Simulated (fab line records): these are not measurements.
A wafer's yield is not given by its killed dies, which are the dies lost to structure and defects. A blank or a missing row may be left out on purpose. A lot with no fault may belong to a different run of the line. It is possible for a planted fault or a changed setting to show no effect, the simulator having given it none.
fab line records    flow n5_finfet
record lots=7  wafers=39
route steps=1938 shown FIN_SAQP@96 STI_FIN_REVEAL@190 SD_EPI_N@273 BEOL_M0_SAQP@638
start_h: hours from the record's opening day to when the first of the lot's shown wafers began    wait_h: time in hours since the lot's previous step    " unchanged from the row above    L1.1+2: one row covering several wafers at once    - no value present, or no start provided    * or withheld: withheld    < > ~ a bound
route shown NAME@n: names a module that has steps shown in the file, with the first one's number in the route    usual: average and standard deviation across the fault-free wafers    same: alike in all rows    chamber/n: place in a boat    sites: per-site readings    _std_site: their standard deviation    _edge_site: outer sites' mean less inner sites'    radius_mm: how far each site lies from the wafer's centre    mask NAME#n: copy n    behind: the most recent tool/chamber to have shaped the wafer    hold: why the lot was held/for how many hours/how that ended    device: the n, p or np transistor that did not switch    end of line: tests of these same wafers at the route's end    a step given without rows: its recipe and nothing more    killed: dies that structure and defects cost at the first sort, which is not the same as the wafer's yield    map: a wafer's dies, marking killed ones x, the rest . and places with no die _
set.NAME: the setting the step ran with; set.NAME@STEP: the setting that earlier step ran with    model.NAME: the simulator's own value behind a step, which no gauge read
lots run with intentionally changed settings; tables by step, rows by wafer
## steps
# step N5_FIN_SAQP_HM_DEP_03
# recipe material=SiNx  target_thk_a=380  temp_c=400  precursor=SiH4/NH3/N2  pressure_torr=1.5  rf_w=300  time_s=33.6
lot.wafer  tool      chamber  start_h  wait_h  set.time_s  model.SiNx_of_FIN_SAQP_HM_DEP_03.thk_nm
L077.1     pecvd-02  0        39.61    0.2     33.6        37.65
L077.2     "         2        "        "       33.6        37.04
L077.3     "         1        "        "       33.6        37.63
L077.4     "         2        "        "       48.28       54.77
L077.5     "         0        "        "       48.28       55.21
L077.6     "         1        "        "       48.28       54.91
L078.1     pecvd-02  2        44.98    0.2     20.36       21.81
L078.2     "         1        "        "       20.36       22.47
L078.3     "         0        "        "       33.6        37.16
L078.4     "         0        "        "       33.6        38.03
L078.5     "         2        "        "       20.36       21.98
L078.6     "         1        "        "       33.6        37.74
L079.1     pecvd-03  0        50.64    0.2     33.6        37.77
L079.2     "         1        "        "       33.6        37.68
L079.3     "         2        "        "       33.6        37.81
L079.4     "         1        "        "       33.6        37.96
L079.5     "         2        "        "       33.6        38.2
L079.6     "         0        "        "       33.6        38.21
L088.1     pecvd-01  1        106.12   0.2     33.6        36.96
L088.2     "         0        "        "       33.6        37.58
L088.3     "         2        "        "       33.6        37.73
L088.4     "         1        "        "       33.6        37.72
L088.5     "         2        "        "       33.6        38.56
L088.6     "         0        "        "       33.6        37.97
L089.2     pecvd-03  1        111.77   0.2     33.6        38.43
L089.3     "         2        "        "       33.6        38.31
L089.4     "         1        "        "       33.6        39.17
L090.1     pecvd-02  1        118.62   0.2     33.6        37.67
L090.2     "         2        "        "       13.72       14.85
L090.3     "         0        "        "       33.6        37.43
L090.4     "         1        "        "       33.6        38.4
L090.5     "         0        "        "       13.72       15.17
L090.6     "         2        "        "       13.72       15.32
L094.1     pecvd-03  2        142.12   0.2     33.6        37.97
L094.2     "         1        "        "       16.95       19.28
L094.3     "         0        "        "       16.95       19.38
L094.4     "         1        "        "       33.6        38.17
L094.5     "         0        "        "       33.6        38.62
L094.6     "         2        "        "       16.95       19.6
# step N5_FIN_SAQP_THK_MEAS_05
# usual thk_nm=38.0/0.52
lot.wafer  tool           chamber  start_h  wait_h  set.time_s@FIN_SAQP_HM_DEP_03  thk_nm
L077.1     film_metro-01  -        39.70    0.1     33.6                           37.6
L077.2     "              -        "        "       33.6                           37.1
L077.3     "              -        "        "       33.6                           37.6
L077.4     "              -        "        "       48.28                          54.7
L077.5     "              -        "        "       48.28                          55.2
L077.6     "              -        "        "       48.28                          54.9
L078.1     film_metro-02  -        45.07    0.1     20.36                          21.8
L078.2     "              -        "        "       20.36                          22.5
L078.3     "              -        "        "       33.6                           37.1
L078.4     "              -        "        "       33.6                           38.1
L078.5     "              -        "        "       20.36                          22.0
L078.6     "              -        "        "       33.6                           37.8
L079.1     film_metro-01  -        50.73    0.1     33.6                           37.7
L079.2     "              -        "        "       33.6                           37.6
L079.3     "              -        "        "       33.6                           37.8
L079.4     "              -        "        "       33.6                           38.0
L079.5     "              -        "        "       33.6                           38.2
L079.6     "              -        "        "       33.6                           38.2
L088.1     film_metro-01  -        106.21   0.1     33.6                           37.0
L088.2     "              -        "        "       33.6                           37.6
L088.3     "              -        "        "       33.6                           37.8
L088.4     "              -        "        "       33.6                           37.8
L088.5     "              -        "        "       33.6                           38.5
L088.6     "              -        "        "       33.6                           38.0
L089.2     film_metro-01  -        111.85   0.1     33.6                           38.4
L089.3     "              -        "        "       33.6                           38.3
L089.4     "              -        "        "       33.6                           39.2
L090.1     film_metro-02  -        118.72   0.1     33.6                           37.7
L090.2     "              -        "        "       13.72                          14.9
L090.3     "              -        "        "       33.6                           37.4
L090.4     "              -        "        "       33.6                           38.3
L090.5     "              -        "        "       13.72                          15.2
L090.6     "              -        "        "       13.72                          15.3
L094.1     film_metro-02  -        142.21   0.1     33.6                           37.9
L094.2     "              -        "        "       16.95                          19.3
L094.3     "              -        "        "       16.95                          19.4
L094.4     "              -        "        "       33.6                           38.2
L094.5     "              -        "        "       33.6                           38.6
L094.6     "              -        "        "       16.95                          19.6
# step N5_FIN_SAQP_PECVD_47
# recipe material=a-Si  target_thk_a=450  temp_c=400  precursor=SiH4/He  pressure_torr=3  rf_w=100  time_s=36.3
# step N5_FIN_SAQP_PECVD_48
# recipe material=SiNx  target_thk_a=250  temp_c=400  precursor=SiH4/NH3/N2  pressure_torr=1.5  rf_w=300  time_s=22.1
# step N5_FIN_SAQP_MANDREL2_REMOVE_60
# recipe chemistry=HBr/Cl2/O2  bt_time_s=10  target=a-Si  stop_on=SiNx  endpoint=OES-SiCl  over_etch_frac=1  icp_w=600  bias_w=22  HBr_flow_sccm=150  Cl2_flow_sccm=80  O2_flow_sccm=5  pressure_mtorr=10
# step N5_FIN_SAQP_HM_OPEN_33
# recipe chemistry=CH3F/O2  target=SiNx  mask_material=SiO2  target_depth_a=494  time_s=70.6  pressure_mtorr=30  source_w=395  bias_w=73  Ar_flow_sccm=150  CH3F_flow_sccm=30  O2_flow_sccm=20  ion_energy_ev=120  ends=cleared
# usual etch_rf_on_time_s=69.3/1.6
lot.wafer  tool         chamber  start_h  wait_h  set.time_s@FIN_SAQP_HM_DEP_03  etch_rf_on_time_s  model.etch.depth_nm
L077.1     rie_diel-05  0        44.21    0.0     33.6                           66.8               36.89
L077.2     "            2        "        "       33.6                           68.2               36.41
L077.3     "            1        "        "       33.6                           67.6               37.01
L077.4     "            3        "        "       48.28                          103.5              54.14
L077.5     "            2        "        "       48.28                          102.5              54.58
L077.6     "            1        "        "       48.28                          99.2               54.16
L078.1     rie_diel-06  1        50.21    0.2     20.36                          38.3               21.14
L078.2     "            0        "        "       20.36                          41.1               21.85
L078.3     "            2        "        "       33.6                           67.6               36.53
L078.4     "            3        "        "       33.6                           71.1               37.36
L078.5     "            1        "        "       20.36                          38.6               21.31
L078.6     "            2        "        "       33.6                           67.7               37.12
L079.1     rie_diel-06  2        55.33    0.3     33.6                           68.2               37.14
L079.2     "            3        "        "       33.6                           70.1               37.01
L079.3     "            1        "        "       33.6                           67.8               37.19
L079.4     "            0        "        "       33.6                           68.8               37.29
L079.5     "            2        "        "       33.6                           69.2               37.57
L079.6     "            1        "        "       33.6                           67.7               37.54
L088.1     rie_diel-06  3        110.65   0.0     33.6                           68.4               36.06
L088.2     "            2        "        "       33.6                           68.2               36.87
L088.3     "            1        "        "       33.6                           67.5               37.1
L088.4     "            0        "        "       33.6                           69.4               37.1
L088.5     "            1        "        "       33.6                           69.3               37.93
L088.6     "            0        "        "       33.6                           70.3               37.35
L089.2     rie_diel-06  1        116.58   0.0     33.6                           68.9               37.8
L089.3     "            3        "        "       33.6                           71.2               37.56
L089.4     "            0        "        "       33.6                           71.8               38.55
L090.1     rie_diel-04  1        123.10   0.0     33.6                           69.1               37.05
L090.2     "            0        "        "       13.72                          27.1               14.1
L090.3     "            2        "        "       33.6                           67.4               36.8
L090.4     "            3        "        "       33.6                           70.2               37.77
L090.5     "            2        "        "       13.72                          26.2               14.42
L090.6     "            3        "        "       13.72                          27.4               14.69
L094.1     rie_diel-04  0        147.06   0.0     33.6                           71.7               37.21
L094.2     "            1        "        "       16.95                          35.2               18.65
L094.3     "            3        "        "       16.95                          34.7               18.75
L094.4     "            2        "        "       33.6                           68.7               37.54
L094.5     "            1        "        "       33.6                           71.3               37.99
L094.6     "            2        "        "       16.95                          34.6               18.97
# step N5_FIN_SAQP_ETCH_34
# recipe chemistry=C4F6/O2  target=SiO2  target_depth_a=450  time_s=15  ion_energy_ev=250  pressure_mtorr=30  source_w=345  bias_w=185  Ar_flow_sccm=300  C4F6_flow_sccm=10  O2_flow_sccm=10  ends=cleared
# step N5_FIN_SAQP_STRIP_77
# recipe chemistry=N2/H2  time_s=90  power_w=100  temp_c=40  pressure_mtorr=100  rf_frequency_hz=6e+07  bias_power_w=3  n2_flow_sccm=300  h2_flow_sccm=300
# step N5_FIN_SAQP_ETCH_64
# recipe chemistry=CF4  target=SiO2  target_depth_a=15  ion_energy_ev=350  pressure_mtorr=10  icp_w=800  bias_w=400  cf4_flow_sccm=80
# step N5_FIN_SAQP_FIN_ETCH_36
# recipe chemistry=HBr/Cl2/O2  target_depth_a=1200  mask_material=SiNx  time_s=50.4  bias_w=102  pressure_mtorr=10  icp_w=800  HBr_flow_sccm=150  Cl2_flow_sccm=80  O2_flow_sccm=12
lot.wafer   tool       chamber  start_h  wait_h  set.time_s@FIN_SAQP_HM_DEP_03  model.SiNx_of_FIN_SAQP_HM_DEP_03.thk_nm
L077.1+2    rie_si-06  0,3      44.49    0.0     33.6                           20.2
L077.3      "          1        "        "       33.6                           21
L077.4+6    "          2        "        "       48.28                          37.8
L077.5      "          3        "        "       48.28                          38.2
L078.1      rie_si-01  2        50.49    0.0     20.36                          5.4
L078.2      "          3        "        "       20.36                          5.2
L078.3      "          1        "        "       33.6                           20.6
L078.4      "          0        "        "       33.6                           21
L078.5      "          2        "        "       20.36                          5.6
L078.6      "          1        "        "       33.6                           21.2
L079.1+2    rie_si-03  1,3      55.61    0.0     33.6                           20.8
L079.3      "          2        "        "       33.6                           21.6
L079.4      "          0        "        "       33.6                           21
L079.5+6    "          0,3      "        "       33.6                           21.2
L088.1      rie_si-01  1        110.94   0.0     33.6                           20
L088.2      "          3        "        "       33.6                           20.4
L088.3      "          0        "        "       33.6                           20.6
L088.4      "          2        "        "       33.6                           21.4
L088.5      "          1        "        "       33.6                           22
L088.6      "          0        "        "       33.6                           21
L089.2      rie_si-01  1        116.87   0.0     33.6                           21.6
L089.3      "          3        "        "       33.6                           21
L089.4      "          2        "        "       33.6                           23.2
L090.1+3    rie_si-01  0,1      123.38   0.0     33.6                           20.6
L090.2+5+6  "          2,0,1    "        "       13.72                          0
L090.4      "          3        "        "       33.6                           21.2
L094.1      rie_si-03  1        147.35   0.0     33.6                           20.8
L094.2      "          3        "        "       16.95                          2.6
L094.3+6    "          2,3      "        "       16.95                          3
L094.4      "          0        "        "       33.6                           21.2
L094.5      "          0        "        "       33.6                           21.6
# step N5_STI_FIN_REVEAL_ETCHBACK_08
# recipe chemistry=C4F6/O2  target=SiO2  target_depth_a=305  time_s=10.167  ion_energy_ev=250  pressure_mtorr=30  source_w=345  bias_w=185  Ar_flow_sccm=300  C4F6_flow_sccm=10  O2_flow_sccm=10
lot.wafer   tool         chamber  start_h  wait_h  set.time_s
L077.1+4+5  rie_diel-04  2,3,3    52.83    0.2     10.167
L077.2+3+6  "            1,0,2    "        "       4.191
L078.1+4+6  rie_diel-04  2,3,1    57.89    0.2     4.305
L078.2+3+5  "            1,0,2    "        "       10.167
L079.1+2+5  rie_diel-06  3,0,3    63.04    0.2     6.808
L079.3+4+6  "            2,1,0    "        "       10.167
L088.1+5+6  rie_diel-04  0,1,0    119.15   0.2     13.47
L088.2+3+4  "            1,3,2    "        "       10.167
L089.2+3+4  rie_diel-06  2,3,0    125.13   0.2     10.167
L090.1+2+4  rie_diel-06  0,3,0    130.86   0.3     10.167
L090.3+5+6  "            2,2,3    "        "       4.672
L094.1+2+4  rie_diel-04  0,3,1    155.32   0.2     5.398
L094.3+5+6  "            2,3,0    "        "       10.167
# step N5_STI_FIN_REVEAL_STRIP_24
# recipe chemistry=N2/H2  time_s=90  power_w=100  temp_c=40  pressure_mtorr=100  rf_frequency_hz=6e+07  bias_power_w=3  n2_flow_sccm=300  h2_flow_sccm=300
# step N5_STI_FIN_REVEAL_PRECLEAN_25
# recipe chemistry=SPM  time_s=90  temp_c=120  mix=4:1
# step N5_STI_FIN_REVEAL_SRD_23
# recipe dry=ipa_marangoni  time_s=30  temp_c=23  rinse_liquid=diw
# step N5_STI_FIN_REVEAL_FIN_H_MEAS_10
# usual trench_depth_nm=51.9/0.66
lot.wafer  tool    chamber  start_h  wait_h  set.time_s@STI_FIN_REVEAL_ETCHBACK_08  trench_depth_nm
L077.1     ocd-01  -        55.79    0.0     10.167                                 53.2
L077.2     "       -        "        "       4.191                                  34.6
L077.3     "       -        "        "       4.191                                  33.7
L077.4     "       -        "        "       10.167                                 52.6
L077.5     "       -        "        "       10.167                                 52.8
L077.6     "       -        "        "       4.191                                  35.0
L078.1     ocd-02  -        60.84    0.0     4.305                                  34.7
L078.2     "       -        "        "       10.167                                 52.0
L078.3     "       -        "        "       10.167                                 51.3
L078.4     "       -        "        "       4.305                                  35.3
L078.5     "       -        "        "       10.167                                 52.5
L078.6     "       -        "        "       4.305                                  34.8
L079.1     ocd-02  -        65.99    0.0     6.808                                  40.9
L079.2     "       -        "        "       6.808                                  41.4
L079.3     "       -        "        "       10.167                                 51.8
L079.4     "       -        "        "       10.167                                 51.8
L079.5     "       -        "        "       6.808                                  41.4
L079.6     "       -        "        "       10.167                                 51.8
L088.1     ocd-01  -        122.12   0.0     13.47                                  60.8
L088.2     "       -        "        "       10.167                                 52.1
L088.3     "       -        "        "       10.167                                 52.4
L088.4     "       -        "        "       10.167                                 53.2
L088.5     "       -        "        "       13.47                                  62.4
L088.6     "       -        "        "       13.47                                  60.9
L089.2     ocd-01  -        128.17   0.0     10.167                                 51.2
L089.3     "       -        "        "       10.167                                 51.0
L089.4     "       -        "        "       10.167                                 51.2
L090.1     ocd-01  -        133.81   0.0     10.167                                 51.4
L090.2     "       -        "        "       10.167                                 51.5
L090.3     "       -        "        "       4.672                                  34.9
L090.4     "       -        "        "       10.167                                 51.3
L090.5     "       -        "        "       4.672                                  35.3
L090.6     "       -        "        "       4.672                                  35.2
L094.1     ocd-01  -        158.31   0.0     5.398                                  37.3
L094.2     "       -        "        "       5.398                                  37.5
L094.3     "       -        "        "       10.167                                 52.7
L094.4     "       -        "        "       5.398                                  37.5
L094.5     "       -        "        "       10.167                                 51.7
L094.6     "       -        "        "       10.167                                 51.0
# step N5_SD_EPI_N_DESCUM_14
# recipe chemistry=O2  time_s=7.9  source_power_w=50  bias_power_w=20  pressure_mtorr=20  rf_frequency_hz=2.712e+07  temp_c=40  resist=CAR-ArF-block  o2_flow_sccm=225
lot.wafer   tool         chamber  start_h  wait_h  set.time_s  model.CAR-ArF-block_of_SD_EPI_N_COAT_03.thk_nm
L077.1+2+4  rie_diel-05  2,3,2    67.33    0.0     7.9         143.2
L077.3      "            0        "        "       7.9         143.4
L077.5      "            0        "        "       7.9         143
L077.6      "            3        "        "       7.9         142.8
L078.1      rie_diel-04  3        72.53    0.8     7.9         142.4
L078.2      "            1        "        "       9.61        142.4
L078.3      "            2        "        "       9.61        142.2
L078.4      "            0        "        "       7.9         142.8
L078.5      "            3        "        "       7.9         143
L078.6      "            0        "        "       9.61        141.8
L079.1      rie_diel-05  2        78.17    0.1     7.9         143
L079.2      "            0        "        "       3.661       145.2
L079.3+5    "            1        "        "       7.9         142.8
L079.4      "            0        "        "       3.661       145.6
L079.6      "            2        "        "       3.661       145.4
L088.1      rie_diel-06  2        135.16   0.3     7.9         142.8
L088.2+4    "            0,3      "        "       10.83       141.4
L088.3      "            3        "        "       7.9         143.4
L088.5      "            0        "        "       7.9         144
L088.6      "            2        "        "       10.83       141.8
L089.2      rie_diel-06  2        139.55   0.0     7.9         144
L089.3+4    "            0,2      "        "       7.9         143.6
L090.1+2+5  rie_diel-05  1,3,3    146.85   0.3     6.23        144.2
L090.3+4+6  "            0,2,0    "        "       7.9         143
L094.1      rie_diel-04  3        169.56   0.0     7.9         143
L094.2+3    "            0,1      "        "       7.9         143.4
L094.4+6    "            2,3      "        "       7.9         143.2
L094.5      "            2        "        "       7.9         143.6
# step N5_BEOL_M0_SAQP_PECVD_04
# recipe material=a-Si  target_thk_a=600  temp_c=350  precursor=SiH4/He  pressure_torr=3  rf_w=100  time_s=60.2
lot.wafer  tool      chamber  start_h  wait_h  set.time_s  model.a-Si_of_BEOL_M0_SAQP_PECVD_04.thk_nm
L077.1     pecvd-04  0        127.38   0.0     60.2        59.8
L077.2     "         2        "        "       60.2        59.6
L077.3     "         1        "        "       60.2        60.2
L077.4+5   "         0,1      "        "       60.2        60.8
L077.6     "         2        "        "       60.2        61
L078.1     pecvd-01  1        131.15   0.0     73.57       72.4
L078.2     "         0        "        "       60.2        58.4
L078.3     "         2        "        "       73.57       72.6
L078.4     "         2        "        "       60.2        60.4
L078.5     "         0        "        "       73.57       73
L078.6     "         1        "        "       60.2        60.8
L079.1     pecvd-01  1        136.43   0.0     39.47       39
L079.2     "         2        "        "       39.47       38.8
L079.3     "         2        "        "       60.2        61.2
L079.4     "         1        "        "       60.2        59.8
L079.5     "         1        "        "       60.2        61
L079.6     "         2        "        "       39.47       39.2
L088.1     pecvd-01  2        199.38   0.0     60.2        60.8
L088.2     "         1        "        "       60.2        59.4
L088.3     "         0        "        "       89.18       88.4
L088.4     "         2        "        "       89.18       90.4
L088.5     "         1        "        "       60.2        60.6
L088.6     "         0        "        "       89.18       90.2
L089.2+4   pecvd-02  1,0      202.82   0.0     60.2        60.8
L089.3     "         1        "        "       60.2        61.2
L090.1     pecvd-02  0        208.51   0.0     60.2        58.8
L090.2     "         1        "        "       77.26       76.6
L090.3     "         1        "        "       60.2        60.2
L090.4     "         0        "        "       77.26       77
L090.5     "         1        "        "       60.2        60.6
L090.6     "         0        "        "       77.26       77.2
L094.1     pecvd-04  0        232.03   0.0     92.96       91
L094.2     "         2        "        "       60.2        58.8
L094.3     "         1        "        "       92.96       92.2
L094.4     "         1        "        "       92.96       94.4
L094.5     "         2        "        "       60.2        59.6
L094.6     "         0        "        "       60.2        60
# step N5_BEOL_M0_SAQP_THK_MEAS_05
# usual thk_nm=60.0/0.76
lot.wafer  tool           chamber  start_h  wait_h  set.time_s@BEOL_M0_SAQP_PECVD_04  thk_nm
L077.1     film_metro-02  -        127.47   0.1     60.2                              59.9
L077.2     "              -        "        "       60.2                              59.5
L077.3     "              -        "        "       60.2                              60.1
L077.4     "              -        "        "       60.2                              60.8
L077.5     "              -        "        "       60.2                              60.8
L077.6     "              -        "        "       60.2                              60.9
L078.1     film_metro-02  -        131.25   0.1     73.57                             72.4
L078.2     "              -        "        "       60.2                              58.3
L078.3     "              -        "        "       73.57                             72.7
L078.4     "              -        "        "       60.2                              60.5
L078.5     "              -        "        "       73.57                             73.1
L078.6     "              -        "        "       60.2                              60.9
L079.1     film_metro-02  -        136.57   0.1     39.47                             39.0
L079.2     "              -        "        "       39.47                             38.9
L079.3     "              -        "        "       60.2                              61.2
L079.4     "              -        "        "       60.2                              59.7
L079.5     "              -        "        "       60.2                              61.0
L079.6     "              -        "        "       39.47                             39.2
L088.1     film_metro-01  -        199.48   0.1     60.2                              60.8
L088.2     "              -        "        "       60.2                              59.3
L088.3     "              -        "        "       89.18                             88.4
L088.4     "              -        "        "       89.18                             90.3
L088.5     "              -        "        "       60.2                              60.6
L088.6     "              -        "        "       89.18                             90.2
L089.2     film_metro-02  -        202.95   0.1     60.2                              60.7
L089.3     "              -        "        "       60.2                              61.3
L089.4     "              -        "        "       60.2                              60.8
L090.1     film_metro-01  -        208.65   0.1     60.2                              58.8
L090.2     "              -        "        "       77.26                             76.6
L090.3     "              -        "        "       60.2                              60.2
L090.4     "              -        "        "       77.26                             77.1
L090.5     "              -        "        "       60.2                              60.5
L090.6     "              -        "        "       77.26                             77.4
L094.1     film_metro-01  -        232.12   0.1     92.96                             91.0
L094.2     "              -        "        "       60.2                              58.8
L094.3     "              -        "        "       92.96                             92.3
L094.4     "              -        "        "       92.96                             94.5
L094.5     "              -        "        "       60.2                              59.7
L094.6     "              -        "        "       60.2                              60.1
# step N5_BEOL_M0_SAQP_HM_DEP_111
# recipe material=SiO2  target_thk_a=120  temp_c=400  precursor=SiH4/N2O  pressure_torr=0.75  rf_w=275  time_s=7.2
# step N5_BEOL_M0_SAQP_COAT_81
# recipe resist=SOC  temp_c=250  time_s=60  spin_rpm=1500  resist_thk_nm=100
# step N5_BEOL_M0_SAQP_HM_OPEN_112
# recipe chemistry=CHF3/O2  target=SiO2  stop_on=a-Si  target_depth_a=120  over_etch_frac=1.25  mask_material=SOC  time_s=13.5  pressure_mtorr=30  source_w=650  bias_w=170  Ar_flow_sccm=200  CHF3_flow_sccm=50  O2_flow_sccm=5  ion_energy_ev=200  ends=end_point
# step N5_BEOL_M0_SAQP_STRIP_113
# recipe chemistry=CHF3/O2  resist=SiARC  rf_frequency_hz=6e+07
# step N5_BEOL_M0_SAQP_MANDREL_ETCH_20
# recipe target_depth_a=600  chemistry=HBr/Cl2  target=a-Si  stop_on=SiNx  bt_time_s=10  mask_material=SOC  over_etch_frac=0.5  time_s=30  pressure_mtorr=10  icp_w=800  bias_w=75  HBr_flow_sccm=150  Cl2_flow_sccm=80  ends=end_point
# usual oes_product_au=0.778/0.012
lot.wafer  tool       chamber  start_h  wait_h  set.time_s@BEOL_M0_SAQP_PECVD_04  oes_product_au  model.etch.depth_nm
L077.1     rie_si-02  3        128.32   0.0     60.2                              0.775           59.86
L077.2     "          0        "        "       60.2                              0.780           59.51
L077.3     "          2        "        "       60.2                              0.785           60.09
L077.4     "          1        "        "       60.2                              0.772           60.87
L077.5     "          2        "        "       60.2                              0.789           60.82
L077.6     "          3        "        "       60.2                              0.787           60.95
L078.1     rie_si-02  3        132.10   0.0     73.57                             0.869           72.4
L078.2     "          0        "        "       60.2                              0.762           58.31
L078.3     "          2        "        "       73.57                             0.876           72.68
L078.4     "          1        "        "       60.2                              0.773           60.42
L078.5     "          0        "        "       73.57                             0.883           72.99
L078.6     "          3        "        "       60.2                              0.787           60.9
L079.1     rie_si-04  3        137.42   0.0     39.47                             0.633           39.03
L079.2     "          2        "        "       39.47                             0.618           38.88
L079.3     "          0        "        "       60.2                              0.797           61.22
L079.4     "          1        "        "       60.2                              0.772           59.76
L079.5     "          3        "        "       60.2                              0.814           61.01
L079.6     "          0        "        "       39.47                             0.626           39.25
L088.1     rie_si-05  0        200.47   0.0     60.2                              0.762           60.8
L088.2     "          3        "        "       60.2                              0.769           59.31
L088.3     "          1        "        "       89.18                             0.978           88.41
L088.4     "          2        "        "       89.18                             0.993           90.34
L088.5     "          2        "        "       60.2                              0.777           60.66
L088.6     "          3        "        "       89.18                             0.997           89.37
L089.2     rie_si-05  0        203.80   0.0     60.2                              0.769           60.7
L089.3     "          3        "        "       60.2                              0.795           61.22
L089.4     "          2        "        "       60.2                              0.786           60.78
L090.1     rie_si-05  1        209.50   0.0     60.2                              0.756           58.82
L090.2     "          0        "        "       77.26                             0.885           76.62
L090.3     "          2        "        "       60.2                              0.779           60.22
L090.4     "          3        "        "       77.26                             0.915           77.1
L090.5     "          3        "        "       60.2                              0.780           60.55
L090.6     "          0        "        "       77.26                             0.885           77.28
L094.1     rie_si-02  0        233.14   0.0     92.96                             1.007           91.04
L094.2     "          1        "        "       60.2                              0.762           58.82
L094.3     "          2        "        "       92.96                             1.007           88.17
L094.4     "          3        "        "       92.96                             0.997           90.01
L094.5     "          0        "        "       60.2                              0.786           59.66
L094.6     "          3        "        "       60.2                              0.776           60.07
## key
split step=N5_FIN_SAQP_HM_DEP_03  setting=time_s  stated=33.6  by=wafer
response step=N5_FIN_SAQP_HM_DEP_03  reading=model.SiNx_of_FIN_SAQP_HM_DEP_03.thk_nm  change=+0.388  per=1%  r=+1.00
response step=N5_FIN_SAQP_THK_MEAS_05  reading=thk_nm  change=*  per=1%  r=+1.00
response step=N5_FIN_SAQP_HM_OPEN_33  reading=etch_rf_on_time_s  change=*  per=1%  r=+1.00
response step=N5_FIN_SAQP_HM_OPEN_33  reading=model.etch.depth_nm  change=+0.389  per=1%  r=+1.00
response step=N5_FIN_SAQP_FIN_ETCH_36  reading=model.SiNx_of_FIN_SAQP_HM_DEP_03.thk_nm  change=+0.373  per=1%  r=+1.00
split step=N5_STI_FIN_REVEAL_ETCHBACK_08  setting=time_s  stated=10.167  by=wafer
response step=N5_STI_FIN_REVEAL_FIN_H_MEAS_10  reading=trench_depth_nm  change=+0.303  per=1%  r=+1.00
split step=N5_SD_EPI_N_DESCUM_14  setting=time_s  stated=7.9  by=wafer
response step=N5_SD_EPI_N_DESCUM_14  reading=model.CAR-ArF-block_of_SD_EPI_N_COAT_03.thk_nm  change=-0.0471  per=1%  r=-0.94
split step=N5_BEOL_M0_SAQP_PECVD_04  setting=time_s  stated=60.2  by=wafer
response step=N5_BEOL_M0_SAQP_PECVD_04  reading=model.a-Si_of_BEOL_M0_SAQP_PECVD_04.thk_nm  change=+0.609  per=1%  r=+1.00
response step=N5_BEOL_M0_SAQP_THK_MEAS_05  reading=thk_nm  change=*  per=1%  r=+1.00
response step=N5_BEOL_M0_SAQP_MANDREL_ETCH_20  reading=oes_product_au  change=+0.00446  per=1%  r=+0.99
response step=N5_BEOL_M0_SAQP_MANDREL_ETCH_20  reading=model.etch.depth_nm  change=+0.588  per=1%  r=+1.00
